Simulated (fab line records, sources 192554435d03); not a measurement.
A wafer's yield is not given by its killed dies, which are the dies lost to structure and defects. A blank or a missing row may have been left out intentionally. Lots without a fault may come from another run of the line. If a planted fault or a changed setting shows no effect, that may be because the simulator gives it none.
One fault through the eyes of 2 desks :: flow n5 finfet :: what lay behind the numbers comes last; until then each desk has only its own

DESK OF THE TOOL OWNER: cvd co-02
The tool's own readings at N5_BEOL_M4_CVD_47 (deposits Co from CCTBA/H2, target thk 3 nm, time 223.8 s): means of the sampled wafers that have a number, for each lot that ran on this tool. The brackets show how far a lot's mean lies from the usual mean; more than 4 standard deviations puts the lot out of limits, marked OUT.
Columns: A = run length s at N5_BEOL_M4_CVD_47, usual 246.8 s
lot: L890
first seen here: day 14 01:16
A: 246.3

lot: L891
first seen here: day 15 13:22
A: 247.0

lot: L892
first seen here: day 15 21:15
A: 246.6

lot: L893
first seen here: day 17 00:14
A: 412.7 (+99 or more) OUT

lot: L894
first seen here: day 17 03:55
A: 412.9 (+99 or more) OUT
This desk finds L893, L894 out of limits, L893 being first, at day 17 00:14 (run length s at N5_BEOL_M4_CVD_47). In limits: L890, L891, L892.

AT THE METROLOGY DESK
What the gauges read for every lot (on any tool): the sampled wafers with a number, averaged. The brackets show how far a lot's mean lies from the usual mean; more than 4 standard deviations puts the lot out of limits, marked OUT. Only the readings that lie furthest out on some lot appear, 7 of the 11 it has.
Columns: A = DIBL_N at N5_BEOL_M4_RC_MEAS_101, usual 35.8 mV/V; B = IOFF_N at N5_BEOL_M4_RC_MEAS_101, usual 0.15 nA/um; C = ION_N at N5_BEOL_M4_RC_MEAS_101, usual 668 uA/um; D = SS_N at N5_BEOL_M4_RC_MEAS_101, usual 71.4 mV/dec; E = SS_P at N5_BEOL_M4_RC_MEAS_101, usual 73.1 mV/dec; F = VT_N at N5_BEOL_M4_RC_MEAS_101, usual 250 mV; G = VT_P at N5_BEOL_M4_RC_MEAS_101, usual -251 mV
lot: L887
first seen here: day 13 14:07
A: 35.6
B: 0.15
C: 664
D: 71.3
E: 73.2
F: 251
G: -251

lot: L890
first seen here: day 14 00:11
A: 34.3
B: 0.12
C: 664
D: 71.5
E: 72.8
F: 253
G: -253

lot: L889
first seen here: day 14 15:48
A: 35.2
B: 0.14
C: 666
D: 71.4
E: 72.7
F: 251
G: -255

lot: L891
first seen here: day 15 12:41
A: 36.0
B: 0.15
C: 670
D: 71.5
E: 73.0
F: 249
G: -249

lot: L892
first seen here: day 15 20:31
A: 37.6
B: 0.16
C: 663
D: 72.2
E: 73.6
F: 249
G: -250

lot: L888
first seen here: day 16 07:05
A: 35.4
B: 0.15
C: 668
D: 70.9
E: 72.6
F: 249
G: -251

lot: L893
first seen here: day 16 23:01
A: 34.2
B: 0.12
C: 648
D: 70.5
E: 72.0
F: 256
G: -253

lot: L894
first seen here: day 17 03:04
A: 36.2
B: 0.15
C: 674
D: 71.4
E: 73.8
F: 252
G: -252

lot: L899
first seen here: day 17 08:42
A: 33.4
B: 0.14
C: 667
D: 71.2
E: 73.0
F: 251
G: -252

lot: L903
first seen here: day 17 09:10
A: 37.5
B: 0.19
C: 678
D: 72.0
E: 74.1
F: 246
G: -248

lot: L900
first seen here: day 17 21:42
A: 36.0
B: 0.16
C: 672
D: 71.8
E: 73.3
F: 251
G: -255

lot: L905
first seen here: day 18 21:52
A: 36.1
B: 0.16
C: 678
D: 71.1
E: 73.0
F: 249
G: -249

lot: L906
first seen here: day 19 22:40
A: 36.4
B: 0.14
C: 661
D: 71.6
E: 73.3
F: 251
G: -254
This desk's finding: nothing out of limits on any of the 13 lots.

PUT TOGETHER
The tool owner's desk had the chance to raise an alarm at day 17 00:14 on L893, L894.
Metrology desk: nothing out of limits seen.
The metrology desk holds a record of L893, L894, inside its limits.
All the named lots went through N5_BEOL_M4_CVD_47 on cvd co-02.

WHAT WAS PUT IN BY THE SIMULATOR
Process parameter drift: cvd co-02, from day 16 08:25 on, at N5_BEOL_M4_CVD_47. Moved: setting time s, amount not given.
Struck lots among those shown: L893, L894.
Hours from the fault's start to each desk's first reading out of limits: the tool owner's desk, 16.
